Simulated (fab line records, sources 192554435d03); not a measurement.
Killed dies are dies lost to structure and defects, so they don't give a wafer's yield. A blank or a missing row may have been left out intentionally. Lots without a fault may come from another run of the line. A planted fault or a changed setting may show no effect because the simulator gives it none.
Matching of chambers	flow n5_finfet	cmp-02 running N5_GATE_CUT_CMP_23: 4 sister chambers
The step polishes, stops on SiO2, t overpolish 23.4 s, target thk 16 nm. 8 wafers are shown with their chamber, then 8 later ones without.

WAFERS, EACH WITH ITS CHAMBER
wafer	chamber	motor_current_A (A)	time_to_endpoint_s (s)
L078.3	0	8.6	14.8
L079.4	0	8.5	21.0
L084.3	3	8.1	17.1
L084.5	3	7.8	19.4
L089.4	2	8.7	18.3
L089.5	1	7.6	19.9
L089.6	2	7.9	20.0
L090.1	1	7.6	20.1

WAFERS WITHOUT THEIR CHAMBER
wafer	motor_current_A (A)	time_to_endpoint_s (s)
L090.3	8.4	21.2
L090.5	8.2	20.0
L092.2	7.9	16.4
L092.3	7.8	18.5
L092.6	8.8	19.0
L097.2	7.6	21.8
L097.3	9.0	17.0
L097.5	8.0	17.0

THE CHAMBER EACH PASSED THROUGH
wafer	from the rows above	in truth
L090.3	can't be placed: 2 or 0 or 3 or 1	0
L090.5	can't be placed: 2 or 3 or 0 or 1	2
L092.2	can't be placed: 3 or 2 or 1 or 0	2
L092.3	can't be placed: 3 or 1 or 2 or 0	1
L092.6	can't be placed: 0 or 2 or 3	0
L097.2	can't be placed: 1 or 3 or 2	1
L097.3	can't be placed: 0 or 2 or 3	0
L097.5	can't be placed: 3 or 2 or 1 or 0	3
0 of 8 placed correctly. Unplaceable from these rows: 8, with the true chamber sitting among the candidates in 8. Number placed wrongly: 0.
How it was worked out, from the rows above alone: a wafer's distance from a chamber is the root of the sum, over the readings, of the square of ((its reading less the chamber's mean) divided by the reading's scatter). If the next closest chamber is less than 2 further off than the closest, the wafer can't be placed; otherwise it belongs to the closest. The mean given for a chamber averages the wafers shown for that chamber. The scatter: take each reading less its chamber's mean, square it, sum over the shown wafers, divide by the number of wafers less the number of chambers, and take the root.
